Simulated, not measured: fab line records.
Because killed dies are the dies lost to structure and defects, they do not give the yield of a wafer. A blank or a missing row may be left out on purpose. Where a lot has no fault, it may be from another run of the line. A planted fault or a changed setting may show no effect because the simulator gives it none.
The tool behind it: which one? || flow n5_finfet || Sampling: 11 lots, 26 wafers, 5 of 1938 route steps

WHAT EACH GAUGE READ, for each wafer
N5_WELL_APT_OVL_MEAS_26. Usual: PWELL_OVL 3 nm, standard deviation 5.6.
{"lot": "L112", "measured": "day 1 20:50", "on": "overlay-02", "PWELL_OVL (nm)": "-7 2", "flag": ""}
{"lot": "L114", "measured": "day 2 10:07", "on": "overlay-02", "PWELL_OVL (nm)": "0 11 10", "flag": ""}
{"lot": "L117", "measured": "day 3 02:46", "on": "overlay-02", "PWELL_OVL (nm)": "5 -4 5", "flag": ""}
{"lot": "L120", "measured": "day 3 21:19", "on": "overlay-01", "PWELL_OVL (nm)": "7 6", "flag": ""}
{"lot": "L121", "measured": "day 4 02:58", "on": "overlay-01", "PWELL_OVL (nm)": "4 6", "flag": ""}
{"lot": "L123", "measured": "day 4 14:58", "on": "overlay-01", "PWELL_OVL (nm)": "-4 0", "flag": ""}
{"lot": "L124", "measured": "day 4 20:50", "on": "overlay-01", "PWELL_OVL (nm)": "-7 -1", "flag": ""}
{"lot": "L125", "measured": "day 5 03:20", "on": "overlay-02", "PWELL_OVL (nm)": "-1 2", "flag": ""}
{"lot": "L126", "measured": "day 5 09:22", "on": "overlay-02", "PWELL_OVL (nm)": "6 17 3", "flag": ""}
{"lot": "L127", "measured": "day 5 15:36", "on": "overlay-01", "PWELL_OVL (nm)": "-3 -2", "flag": ""}
{"lot": "L131", "measured": "day 6 14:53", "on": "overlay-01", "PWELL_OVL (nm)": "7 4 3", "flag": ""}

N5_BEOL_M4_RC_MEAS_101. Usual: DIBL_N 36.0 mV/V, standard deviation 2; DIBL_P 35.9 mV/V, standard deviation 2.5; IOFF_N 0.16 nA/um, standard deviation 0.038; IOFF_N_LONG 5.6e-05 nA/um, standard deviation 3.3e-06; IOFF_P 0.21 nA/um, standard deviation 0.04; ION_N 675 uA/um, standard deviation 14; ION_P 462 uA/um, standard deviation 9.4; SS_N 71.5 mV/dec, standard deviation 0.75; SS_P 73.2 mV/dec, standard deviation 0.74; VT_N 250 mV, standard deviation 3.9; VT_P -251 mV, standard deviation 3.2.
{"lot": "L112", "measured": "day 7 20:10", "on": "prober-01", "DIBL_N (mV/V)": "35.2 36.8", "DIBL_P (mV/V)": "35.1 35.2", "IOFF_N (nA/um)": "0.17 0.21", "IOFF_N_LONG (nA/um)": "6.1e-05 6.4e-05", "IOFF_P (nA/um)": "0.22 0.22", "ION_N (uA/um)": "691 694", "ION_P (uA/um)": "472 466", "SS_N (mV/dec)": "70.9 71.7", "SS_P (mV/dec)": "73.1 73.5", "VT_N (mV)": "244 242", "VT_P (mV)": "-245 -246", "flag": ""}
{"lot": "L114", "measured": "day 8 14:39", "on": "prober-01", "DIBL_N (mV/V)": "36.7 37.8 34.0", "DIBL_P (mV/V)": "37.6 38.4 33.3", "IOFF_N (nA/um)": "0.18 0.21 0.13", "IOFF_N_LONG (nA/um)": "5.4e-05 5.6e-05 5.6e-05", "IOFF_P (nA/um)": "0.24 0.24 0.16", "ION_N (uA/um)": "670 678 667", "ION_P (uA/um)": "463 455 459", "SS_N (mV/dec)": "72.8 73.3 72.2", "SS_P (mV/dec)": "73.0 74.1 73.1", "VT_N (mV)": "249 250 257", "VT_P (mV)": "-249 -249 -254", "flag": ""}
{"lot": "L117", "measured": "day 9 08:00", "on": "prober-02", "DIBL_N (mV/V)": "32.5 35.9 35.7", "DIBL_P (mV/V)": "32.2 35.1 35.0", "IOFF_N (nA/um)": "0.11 0.15 0.15", "IOFF_N_LONG (nA/um)": "5.6e-05 5.7e-05 5.6e-05", "IOFF_P (nA/um)": "0.16 0.19 0.18", "ION_N (uA/um)": "679 676 675", "ION_P (uA/um)": "473 460 464", "SS_N (mV/dec)": "69.6 70.2 70.1", "SS_P (mV/dec)": "71.7 73.4 72.7", "VT_N (mV)": "256 251 251", "VT_P (mV)": "-251 -251 -249", "flag": ""}
{"lot": "L120", "measured": "day 10 00:16", "on": "prober-01", "DIBL_N (mV/V)": "35.4 37.5", "DIBL_P (mV/V)": "34.6 39.3", "IOFF_N (nA/um)": "0.14 0.18", "IOFF_N_LONG (nA/um)": "5.4e-05 5.3e-05", "IOFF_P (nA/um)": "0.15 0.25", "ION_N (uA/um)": "656 675", "ION_P (uA/um)": "445 459", "SS_N (mV/dec)": "71.9 71.5", "SS_P (mV/dec)": "72.7 73.4", "VT_N (mV)": "252 247", "VT_P (mV)": "-257 -250", "flag": ""}
{"lot": "L121", "measured": "day 10 13:32", "on": "prober-02", "DIBL_N (mV/V)": "35.7 36.6", "DIBL_P (mV/V)": "36.2 37.1", "IOFF_N (nA/um)": "0.15 0.18", "IOFF_N_LONG (nA/um)": "5.8e-05 5.9e-05", "IOFF_P (nA/um)": "0.21 0.20", "ION_N (uA/um)": "659 673", "ION_P (uA/um)": "460 457", "SS_N (mV/dec)": "71.7 71.1", "SS_P (mV/dec)": "73.8 72.8", "VT_N (mV)": "252 246", "VT_P (mV)": "-251 -251", "flag": ""}
{"lot": "L123", "measured": "day 11 09:38", "on": "prober-01", "DIBL_N (mV/V)": "33.6 37.2", "DIBL_P (mV/V)": "33.9 37.7", "IOFF_N (nA/um)": "0.11 0.18", "IOFF_N_LONG (nA/um)": "5.1e-05 5.5e-05", "IOFF_P (nA/um)": "0.16 0.20", "ION_N (uA/um)": "669 682", "ION_P (uA/um)": "461 460", "SS_N (mV/dec)": "71.3 71.8", "SS_P (mV/dec)": "72.5 73.6", "VT_N (mV)": "254 248", "VT_P (mV)": "-254 -254", "flag": ""}
{"lot": "L124", "measured": "day 11 03:13", "on": "prober-01", "DIBL_N (mV/V)": "37.8 35.9", "DIBL_P (mV/V)": "37.0 37.3", "IOFF_N (nA/um)": "0.22 0.17", "IOFF_N_LONG (nA/um)": "5.8e-05 5.6e-05", "IOFF_P (nA/um)": "0.23 0.24", "ION_N (uA/um)": "678 665", "ION_P (uA/um)": "454 459", "SS_N (mV/dec)": "72.3 71.3", "SS_P (mV/dec)": "73.3 73.5", "VT_N (mV)": "245 249", "VT_P (mV)": "-250 -245", "flag": ""}
{"lot": "L125", "measured": "day 12 04:47", "on": "prober-02", "DIBL_N (mV/V)": "35.2 32.2", "DIBL_P (mV/V)": "36.0 30.1", "IOFF_N (nA/um)": "0.17 0.10", "IOFF_N_LONG (nA/um)": "5.4e-05 5.4e-05", "IOFF_P (nA/um)": "0.22 0.13", "ION_N (uA/um)": "695 655", "ION_P (uA/um)": "472 448", "SS_N (mV/dec)": "71.0 70.8", "SS_P (mV/dec)": "73.5 71.6", "VT_N (mV)": "248 257", "VT_P (mV)": "-248 -258", "flag": ""}
{"lot": "L126", "measured": "day 12 04:15", "on": "prober-01", "DIBL_N (mV/V)": "38.5 38.6 35.5", "DIBL_P (mV/V)": "39.3 39.2 36.2", "IOFF_N (nA/um)": "0.21 0.21 0.16", "IOFF_N_LONG (nA/um)": "7.4e-05 7.4e-05 7.4e-05", "IOFF_P (nA/um)": "0.24 0.26 0.20", "ION_N (uA/um)": "682 680 693", "ION_P (uA/um)": "464 470 472", "SS_N (mV/dec)": "72.3 72.1 71.3", "SS_P (mV/dec)": "73.3 73.0 72.3", "VT_N (mV)": "248 249 248", "VT_P (mV)": "-251 -248 -249", "flag": "OFF"}
{"lot": "L127", "measured": "day 12 08:29", "on": "prober-01", "DIBL_N (mV/V)": "34.9 39.8", "DIBL_P (mV/V)": "34.7 40.8", "IOFF_N (nA/um)": "0.13 0.25", "IOFF_N_LONG (nA/um)": "5.6e-05 5.5e-05", "IOFF_P (nA/um)": "0.18 0.29", "ION_N (uA/um)": "658 683", "ION_P (uA/um)": "448 465", "SS_N (mV/dec)": "72.0 72.4", "SS_P (mV/dec)": "73.1 74.8", "VT_N (mV)": "254 242", "VT_P (mV)": "-253 -246", "flag": ""}
{"lot": "L131", "measured": "day 12 12:43", "on": "prober-01", "DIBL_N (mV/V)": "36.8 31.9 35.8", "DIBL_P (mV/V)": "37.8 32.5 36.6", "IOFF_N (nA/um)": "0.16 0.09 0.15", "IOFF_N_LONG (nA/um)": "7.3e-05 6.9e-05 7.2e-05", "IOFF_P (nA/um)": "0.21 0.15 0.20", "ION_N (uA/um)": "682 657 673", "ION_P (uA/um)": "463 462 466", "SS_N (mV/dec)": "71.4 70.5 71.2", "SS_P (mV/dec)": "73.6 71.4 72.9", "VT_N (mV)": "250 258 251", "VT_P (mV)": "-248 -256 -251", "flag": "OFF"}

WHICH TOOL RAN EACH LOT (tool, then ch and the chambers of the sampled wafers, then the start)
{"lot": "L112", "N5_ZERO_LAYER_DESCUM_16": "rie_diel-06 ch 0, day 1 18:49", "N5_WELL_APT_RTA_34": "rtp_anneal-02 ch 0, day 1 21:53", "N5_PMOS_HMC_CHANNEL_EPI_FIN_RECESS_16": "rie_si-02 ch 0,2, day 1 23:47"}
{"lot": "L114", "N5_ZERO_LAYER_DESCUM_16": "rie_diel-02 ch 1,2,3, day 2 07:41", "N5_WELL_APT_RTA_34": "rtp_anneal-02 ch 0, day 2 11:03", "N5_PMOS_HMC_CHANNEL_EPI_FIN_RECESS_16": "rie_si-01 ch 2,3, day 2 12:52"}
{"lot": "L117", "N5_ZERO_LAYER_DESCUM_16": "rie_diel-02 ch 0,3, day 3 00:41", "N5_WELL_APT_RTA_34": "rtp_anneal-02 ch 0, day 3 04:08", "N5_PMOS_HMC_CHANNEL_EPI_FIN_RECESS_16": "rie_si-01 ch 1,2, day 3 05:59"}
{"lot": "L120", "N5_ZERO_LAYER_DESCUM_16": "rie_diel-06 ch 0,1, day 3 18:50", "N5_WELL_APT_RTA_34": "rtp_anneal-01 ch 0, day 3 22:10", "N5_PMOS_HMC_CHANNEL_EPI_FIN_RECESS_16": "rie_si-02 ch 2,3, day 4 00:02"}
{"lot": "L121", "N5_ZERO_LAYER_DESCUM_16": "rie_diel-06 ch 2,3, day 4 00:49", "N5_WELL_APT_RTA_34": "rtp_anneal-01 ch 0, day 4 03:50", "N5_PMOS_HMC_CHANNEL_EPI_FIN_RECESS_16": "rie_si-01 ch 0,3, day 4 05:39"}
{"lot": "L123", "N5_ZERO_LAYER_DESCUM_16": "rie_diel-01 ch 2,3, day 4 12:41", "N5_WELL_APT_RTA_34": "rtp_anneal-01 ch 0, day 4 15:48", "N5_PMOS_HMC_CHANNEL_EPI_FIN_RECESS_16": "rie_si-01 ch 2,3, day 4 17:51"}
{"lot": "L124", "N5_ZERO_LAYER_DESCUM_16": "rie_diel-06 ch 0,3, day 4 18:41", "N5_WELL_APT_RTA_34": "rtp_anneal-01 ch 0, day 4 21:48", "N5_PMOS_HMC_CHANNEL_EPI_FIN_RECESS_16": "rie_si-01 ch 0,1, day 4 23:53"}
{"lot": "L125", "N5_ZERO_LAYER_DESCUM_16": "rie_diel-02 ch 1,2, day 5 01:11", "N5_WELL_APT_RTA_34": "rtp_anneal-02 ch 0, day 5 04:14", "N5_PMOS_HMC_CHANNEL_EPI_FIN_RECESS_16": "rie_si-01 ch 2,3, day 5 06:07"}
{"lot": "L126", "N5_ZERO_LAYER_DESCUM_16": "rie_diel-01 ch 0,3, day 5 06:41", "N5_WELL_APT_RTA_34": "rtp_anneal-02 ch 0, day 5 10:50", "N5_PMOS_HMC_CHANNEL_EPI_FIN_RECESS_16": "rie_si-02 ch 0,1,2, day 5 12:41"}
{"lot": "L127", "N5_ZERO_LAYER_DESCUM_16": "rie_diel-01 ch 2, day 5 12:41", "N5_WELL_APT_RTA_34": "rtp_anneal-01 ch 0, day 5 16:29", "N5_PMOS_HMC_CHANNEL_EPI_FIN_RECESS_16": "rie_si-02 ch 0,1, day 5 18:22"}
{"lot": "L131", "N5_ZERO_LAYER_DESCUM_16": "rie_diel-06 ch 1,2, day 6 12:41", "N5_WELL_APT_RTA_34": "rtp_anneal-02 ch 0, day 6 15:52", "N5_PMOS_HMC_CHANNEL_EPI_FIN_RECESS_16": "rie_si-06 ch 2,3, day 6 17:35"}
- N5_ZERO_LAYER_DESCUM_16: chemistry O2, time 7.9 s.
- N5_WELL_APT_RTA_34: time 10 s.
- N5_PMOS_HMC_CHANNEL_EPI_FIN_RECESS_16: chemistry HBr/Cl2, target Si, target depth 54 nm, time 18 s.

AS READ BY THE TOOLS THEMSELVES (means over the sampled wafers that have a number; for cases with no such wafer, the mark the record gives instead)
N5_ZERO_LAYER_DESCUM_16. Usual: drypump_motor_current_A 5.5 A, standard deviation 0.36; oes_product_au 0.77 a.u., standard deviation 0.077; rf_vpp_V 243.6 V, standard deviation 1.3; showerhead_plenum_p_Torr 2.12 Torr, standard deviation 0.067; throttle_valve_pct 20.57 %, standard deviation 0.22.
{"lot": "L112", "tool": "rie_diel-06", "drypump_motor_current_A (A)": 5.3, "oes_product_au (a.u.)": 0.79, "rf_vpp_V (V)": 245.3, "showerhead_plenum_p_Torr (Torr)": 2.22, "throttle_valve_pct (%)": 20.48, "flag": ""}
{"lot": "L114", "tool": "rie_diel-02", "drypump_motor_current_A (A)": 5.8, "oes_product_au (a.u.)": 0.73, "rf_vpp_V (V)": 244.1, "showerhead_plenum_p_Torr (Torr)": 2.11, "throttle_valve_pct (%)": 20.42, "flag": ""}
{"lot": "L117", "tool": "rie_diel-02", "drypump_motor_current_A (A)": 5.8, "oes_product_au (a.u.)": 0.82, "rf_vpp_V (V)": 242.7, "showerhead_plenum_p_Torr (Torr)": 2.11, "throttle_valve_pct (%)": 20.58, "flag": ""}
{"lot": "L120", "tool": "rie_diel-06", "drypump_motor_current_A (A)": 5.7, "oes_product_au (a.u.)": 0.74, "rf_vpp_V (V)": 244.8, "showerhead_plenum_p_Torr (Torr)": 2.21, "throttle_valve_pct (%)": 20.64, "flag": ""}
{"lot": "L121", "tool": "rie_diel-06", "drypump_motor_current_A (A)": 5.0, "oes_product_au (a.u.)": 0.81, "rf_vpp_V (V)": 242.9, "showerhead_plenum_p_Torr (Torr)": 2.08, "throttle_valve_pct (%)": 20.67, "flag": ""}
{"lot": "L123", "tool": "rie_diel-01", "drypump_motor_current_A (A)": 5.6, "oes_product_au (a.u.)": 0.71, "rf_vpp_V (V)": 243.4, "showerhead_plenum_p_Torr (Torr)": 2.08, "throttle_valve_pct (%)": 20.62, "flag": ""}
{"lot": "L124", "tool": "rie_diel-06", "drypump_motor_current_A (A)": 5.1, "oes_product_au (a.u.)": 0.74, "rf_vpp_V (V)": 243.6, "showerhead_plenum_p_Torr (Torr)": 2.10, "throttle_valve_pct (%)": 20.71, "flag": ""}
{"lot": "L125", "tool": "rie_diel-02", "drypump_motor_current_A (A)": 5.8, "oes_product_au (a.u.)": 0.73, "rf_vpp_V (V)": 244.0, "showerhead_plenum_p_Torr (Torr)": 2.12, "throttle_valve_pct (%)": 20.30, "flag": ""}
{"lot": "L126", "tool": "rie_diel-01", "drypump_motor_current_A (A)": 5.2, "oes_product_au (a.u.)": 0.78, "rf_vpp_V (V)": 243.6, "showerhead_plenum_p_Torr (Torr)": 2.10, "throttle_valve_pct (%)": 20.68, "flag": ""}
{"lot": "L127", "tool": "rie_diel-01", "drypump_motor_current_A (A)": 5.8, "oes_product_au (a.u.)": 0.73, "rf_vpp_V (V)": 243.8, "showerhead_plenum_p_Torr (Torr)": 2.06, "throttle_valve_pct (%)": 20.61, "flag": ""}
{"lot": "L131", "tool": "rie_diel-06", "drypump_motor_current_A (A)": 5.3, "oes_product_au (a.u.)": 0.83, "rf_vpp_V (V)": 243.7, "showerhead_plenum_p_Torr (Torr)": 2.17, "throttle_valve_pct (%)": 20.58, "flag": ""}

N5_WELL_APT_RTA_34. Usual: lamp_power_pct 13.01 %, standard deviation 0.056; lamp_zone_1_pct 12.99 %, standard deviation 0.032; lamp_zone_2_pct 12.996 %, standard deviation 0.028; lamp_zone_3_pct 12.999 %, standard deviation 0.03; lamp_zone_4_pct 12.997 %, standard deviation 0.028; lamp_zone_5_pct 13.00 %, standard deviation 0.03; lamp_zone_6_pct 12.92 %, standard deviation 0.031; lamp_zone_7_pct 13.42 %, standard deviation 0.032; wafer_temp_C_max 1003.6, standard deviation 1.1.
{"lot": "L112", "tool": "rtp_anneal-02", "lamp_power_pct (%)": 13.00, "lamp_zone_1_pct (%)": 13.02, "lamp_zone_2_pct (%)": 12.980, "lamp_zone_3_pct (%)": 12.989, "lamp_zone_4_pct (%)": 13.002, "lamp_zone_5_pct (%)": 13.02, "lamp_zone_6_pct (%)": 12.93, "lamp_zone_7_pct (%)": 13.41, "wafer_temp_C_max": 1003.8, "flag": ""}
{"lot": "L114", "tool": "rtp_anneal-02", "lamp_power_pct (%)": 13.00, "lamp_zone_1_pct (%)": 13.01, "lamp_zone_2_pct (%)": 12.973, "lamp_zone_3_pct (%)": 13.033, "lamp_zone_4_pct (%)": 13.004, "lamp_zone_5_pct (%)": 13.02, "lamp_zone_6_pct (%)": 12.91, "lamp_zone_7_pct (%)": 13.41, "wafer_temp_C_max": 1003.0, "flag": ""}
{"lot": "L117", "tool": "rtp_anneal-02", "lamp_power_pct (%)": 12.98, "lamp_zone_1_pct (%)": 13.01, "lamp_zone_2_pct (%)": 12.978, "lamp_zone_3_pct (%)": 13.002, "lamp_zone_4_pct (%)": 12.979, "lamp_zone_5_pct (%)": 13.03, "lamp_zone_6_pct (%)": 12.92, "lamp_zone_7_pct (%)": 13.43, "wafer_temp_C_max": 1003.2, "flag": ""}
{"lot": "L120", "tool": "rtp_anneal-01", "lamp_power_pct (%)": 13.00, "lamp_zone_1_pct (%)": 12.95, "lamp_zone_2_pct (%)": 13.021, "lamp_zone_3_pct (%)": 12.978, "lamp_zone_4_pct (%)": 13.006, "lamp_zone_5_pct (%)": 13.01, "lamp_zone_6_pct (%)": 12.91, "lamp_zone_7_pct (%)": 13.40, "wafer_temp_C_max": 1003.5, "flag": ""}
{"lot": "L121", "tool": "rtp_anneal-01", "lamp_power_pct (%)": 13.02, "lamp_zone_1_pct (%)": 12.97, "lamp_zone_2_pct (%)": 13.034, "lamp_zone_3_pct (%)": 12.997, "lamp_zone_4_pct (%)": 12.983, "lamp_zone_5_pct (%)": 13.04, "lamp_zone_6_pct (%)": 12.91, "lamp_zone_7_pct (%)": 13.45, "wafer_temp_C_max": 1004.1, "flag": ""}
{"lot": "L123", "tool": "rtp_anneal-01", "lamp_power_pct (%)": 12.96, "lamp_zone_1_pct (%)": 13.00, "lamp_zone_2_pct (%)": 12.980, "lamp_zone_3_pct (%)": 13.012, "lamp_zone_4_pct (%)": 12.965, "lamp_zone_5_pct (%)": 13.06, "lamp_zone_6_pct (%)": 12.94, "lamp_zone_7_pct (%)": 13.43, "wafer_temp_C_max": 1003.5, "flag": ""}
{"lot": "L124", "tool": "rtp_anneal-01", "lamp_power_pct (%)": 12.94, "lamp_zone_1_pct (%)": 13.00, "lamp_zone_2_pct (%)": 13.028, "lamp_zone_3_pct (%)": 12.995, "lamp_zone_4_pct (%)": 12.976, "lamp_zone_5_pct (%)": 13.03, "lamp_zone_6_pct (%)": 12.93, "lamp_zone_7_pct (%)": 13.46, "wafer_temp_C_max": 1002.8, "flag": ""}
{"lot": "L125", "tool": "rtp_anneal-02", "lamp_power_pct (%)": 12.96, "lamp_zone_1_pct (%)": 12.95, "lamp_zone_2_pct (%)": 12.973, "lamp_zone_3_pct (%)": 12.995, "lamp_zone_4_pct (%)": 13.027, "lamp_zone_5_pct (%)": 12.98, "lamp_zone_6_pct (%)": 12.94, "lamp_zone_7_pct (%)": 13.41, "wafer_temp_C_max": 1003.5, "flag": ""}
{"lot": "L126", "tool": "rtp_anneal-02", "lamp_power_pct (%)": 11.45, "lamp_zone_1_pct (%)": 11.41, "lamp_zone_2_pct (%)": 11.400, "lamp_zone_3_pct (%)": 11.405, "lamp_zone_4_pct (%)": 11.427, "lamp_zone_5_pct (%)": 11.44, "lamp_zone_6_pct (%)": 11.34, "lamp_zone_7_pct (%)": 11.80, "wafer_temp_C_max": 1002.9, "flag": "OFF"}
{"lot": "L127", "tool": "rtp_anneal-01", "lamp_power_pct (%)": 13.06, "lamp_zone_1_pct (%)": 13.02, "lamp_zone_2_pct (%)": 13.051, "lamp_zone_3_pct (%)": 12.982, "lamp_zone_4_pct (%)": 12.995, "lamp_zone_5_pct (%)": 13.00, "lamp_zone_6_pct (%)": 12.89, "lamp_zone_7_pct (%)": 13.41, "wafer_temp_C_max": 1002.0, "flag": ""}
{"lot": "L131", "tool": "rtp_anneal-02", "lamp_power_pct (%)": 11.45, "lamp_zone_1_pct (%)": 11.39, "lamp_zone_2_pct (%)": 11.418, "lamp_zone_3_pct (%)": 11.433, "lamp_zone_4_pct (%)": 11.422, "lamp_zone_5_pct (%)": 11.43, "lamp_zone_6_pct (%)": 11.34, "lamp_zone_7_pct (%)": 11.78, "wafer_temp_C_max": 1003.8, "flag": "OFF"}

N5_PMOS_HMC_CHANNEL_EPI_FIN_RECESS_16. Usual: drypump_motor_current_A 5.8 A, standard deviation 0.49; oes_product_au 1.007 a.u., standard deviation 0.02; throttle_valve_pct 35.4 %, standard deviation 0.38.
{"lot": "L112", "tool": "rie_si-02", "drypump_motor_current_A (A)": 5.7, "oes_product_au (a.u.)": 1.019, "throttle_valve_pct (%)": 35.5, "flag": ""}
{"lot": "L114", "tool": "rie_si-01", "drypump_motor_current_A (A)": 6.3, "oes_product_au (a.u.)": 1.026, "throttle_valve_pct (%)": 35.3, "flag": ""}
{"lot": "L117", "tool": "rie_si-01", "drypump_motor_current_A (A)": 5.9, "oes_product_au (a.u.)": 0.992, "throttle_valve_pct (%)": 35.9, "flag": ""}
{"lot": "L120", "tool": "rie_si-02", "drypump_motor_current_A (A)": 5.2, "oes_product_au (a.u.)": 1.023, "throttle_valve_pct (%)": 35.2, "flag": ""}
{"lot": "L121", "tool": "rie_si-01", "drypump_motor_current_A (A)": 5.8, "oes_product_au (a.u.)": 1.019, "throttle_valve_pct (%)": 34.8, "flag": ""}
{"lot": "L123", "tool": "rie_si-01", "drypump_motor_current_A (A)": 6.2, "oes_product_au (a.u.)": 1.018, "throttle_valve_pct (%)": 35.2, "flag": ""}
{"lot": "L124", "tool": "rie_si-01", "drypump_motor_current_A (A)": 5.8, "oes_product_au (a.u.)": 1.000, "throttle_valve_pct (%)": 35.4, "flag": ""}
{"lot": "L125", "tool": "rie_si-01", "drypump_motor_current_A (A)": 6.2, "oes_product_au (a.u.)": 1.026, "throttle_valve_pct (%)": 35.2, "flag": ""}
{"lot": "L126", "tool": "rie_si-02", "drypump_motor_current_A (A)": 5.6, "oes_product_au (a.u.)": 1.017, "throttle_valve_pct (%)": 35.5, "flag": ""}
{"lot": "L127", "tool": "rie_si-02", "drypump_motor_current_A (A)": 5.5, "oes_product_au (a.u.)": 1.002, "throttle_valve_pct (%)": 35.5, "flag": ""}
{"lot": "L131", "tool": "rie_si-06", "drypump_motor_current_A (A)": 6.3, "oes_product_au (a.u.)": 0.975, "throttle_valve_pct (%)": 35.5, "flag": ""}

THE ANSWER, worked out from the rows above alone
Rule: a lot counts as off when the mean over its wafers that have a number is more than 3 standard deviations away from the usual mean. A lot without any number at a reading at which 4 lots or more have one is off too. All remaining lots with rows at the step are treated as sound. First the gauges in route order, then the tools' own readings, where a lot's mean is used as printed above. The first step at which some lot is off is used, and at that step the reading that is off furthest; a lot without a number counts as furthest.
Off: L126, L131, at N5_BEOL_M4_RC_MEAS_101 (IOFF_N_LONG).
A tool fits if, at a process step before that reading, it ran every lot that is off, and no sound lot after the first of them. The gauges at N5_BEOL_M4_RC_MEAS_101 aren't tried: what is off there is off at N5_WELL_APT_RTA_34 too, on other tools, and a gauge's error can't cause that. One candidate fits, namely rtp_anneal-02 at N5_WELL_APT_RTA_34. A fault onset in the window from L125 (day 5 04:14, its last sound lot) to L126 (day 5 10:50, its first lot off) fits.
The tool's own readings at N5_WELL_APT_RTA_34 bear it out: on the lots that are off they differ by more than 5 times the standard deviation of the sound lots' means. lamp_power_pct reads 11.45 % there against 12.99 % on the sound lots; lamp_zone_1_pct reads 11.40 % there against 12.99 % on the sound lots; lamp_zone_2_pct reads 11.409 % there against 13.002 % on the sound lots; lamp_zone_3_pct reads 11.419 % there against 12.998 % on the sound lots; lamp_zone_4_pct reads 11.425 % there against 12.993 % on the sound lots; lamp_zone_5_pct reads 11.43 % there against 13.02 % on the sound lots; lamp_zone_6_pct reads 11.34 % there against 12.92 % on the sound lots; lamp_zone_7_pct reads 11.79 % there against 13.42 % on the sound lots.

WHAT THE SIMULATOR HAD INSERTED
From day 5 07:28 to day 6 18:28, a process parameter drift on rtp_anneal-02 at N5_WELL_APT_RTA_34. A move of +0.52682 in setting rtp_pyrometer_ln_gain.
Struck lots among those shown: L126, L131. This agrees with what the rule above found.
